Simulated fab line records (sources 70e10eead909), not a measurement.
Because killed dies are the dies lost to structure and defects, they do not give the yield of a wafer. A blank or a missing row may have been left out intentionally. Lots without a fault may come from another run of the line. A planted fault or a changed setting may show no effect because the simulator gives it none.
Matching of chambers / flow nandHarc / cmp-04 running NHARC_THIN_TSV_CMP_01: 4 sister chambers
The step polishes. 8 wafers are shown with their chamber, then 9 later ones without.

## EACH WAFER AND ITS CHAMBER
wafer=L085.3; chamber=1; motorCurrentA (A)=10.6; retainingRingPressureFrac=0.997
wafer=L086.1; chamber=1; motorCurrentA (A)=10.8; retainingRingPressureFrac=1.000
wafer=L086.4; chamber=3; motorCurrentA (A)=10.6; retainingRingPressureFrac=0.996
wafer=L087.1; chamber=3; motorCurrentA (A)=10.6; retainingRingPressureFrac=0.999
wafer=L087.2; chamber=2; motorCurrentA (A)=13.5; retainingRingPressureFrac=0.994
wafer=L087.4; chamber=0; motorCurrentA (A)=9.7; retainingRingPressureFrac=0.994
wafer=L090.1; chamber=2; motorCurrentA (A)=13.7; retainingRingPressureFrac=1.000
wafer=L090.3; chamber=0; motorCurrentA (A)=9.9; retainingRingPressureFrac=1.009

## WAFERS MISSING THEIR CHAMBER
wafer=L091.1; motorCurrentA (A)=10.3; retainingRingPressureFrac=1.001
wafer=L091.3; motorCurrentA (A)=10.3; retainingRingPressureFrac=1.003
wafer=L092.1; motorCurrentA (A)=9.8; retainingRingPressureFrac=1.003
wafer=L092.2; motorCurrentA (A)=13.8; retainingRingPressureFrac=1.007
wafer=L092.3; motorCurrentA (A)=10.1; retainingRingPressureFrac=1.008
wafer=L093.1; motorCurrentA (A)=10.3; retainingRingPressureFrac=1.001
wafer=L093.4; motorCurrentA (A)=14.1; retainingRingPressureFrac=1.000
wafer=L095.1; motorCurrentA (A)=9.9; retainingRingPressureFrac=1.002
wafer=L095.3; motorCurrentA (A)=14.4; retainingRingPressureFrac=1.004

## THE CHAMBER EACH PASSED THROUGH
wafer=L091.1; from the rows above=can't be placed: 3 or 1 or 0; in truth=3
wafer=L091.3; from the rows above=can't be placed: 3 or 1 or 0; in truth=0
wafer=L092.1; from the rows above=0; in truth=0
wafer=L092.2; from the rows above=2; in truth=2
wafer=L092.3; from the rows above=can't be placed: 0 or 3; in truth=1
wafer=L093.1; from the rows above=can't be placed: 3 or 1 or 0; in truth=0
wafer=L093.4; from the rows above=2; in truth=2
wafer=L095.1; from the rows above=0; in truth=0
wafer=L095.3; from the rows above=2; in truth=2
Correct placement for 5 of the 9. From these rows, 4 cannot be placed; in 3 the true chamber is one of the candidates. Number placed wrongly: 0.
How it was worked out, from the rows above alone: a wafer's distance from a chamber is the root of the sum, over the readings, of the square of ((its reading less the chamber's mean) divided by the reading's scatter). The wafer belongs to the nearest chamber; if the next one is less than 2 further off, it can't be placed. A chamber's mean is the mean of its shown wafers. The scatter is the square root of a quotient: the sum, over the shown wafers, of each reading's squared deviation from its chamber's mean, divided by wafers minus chambers.
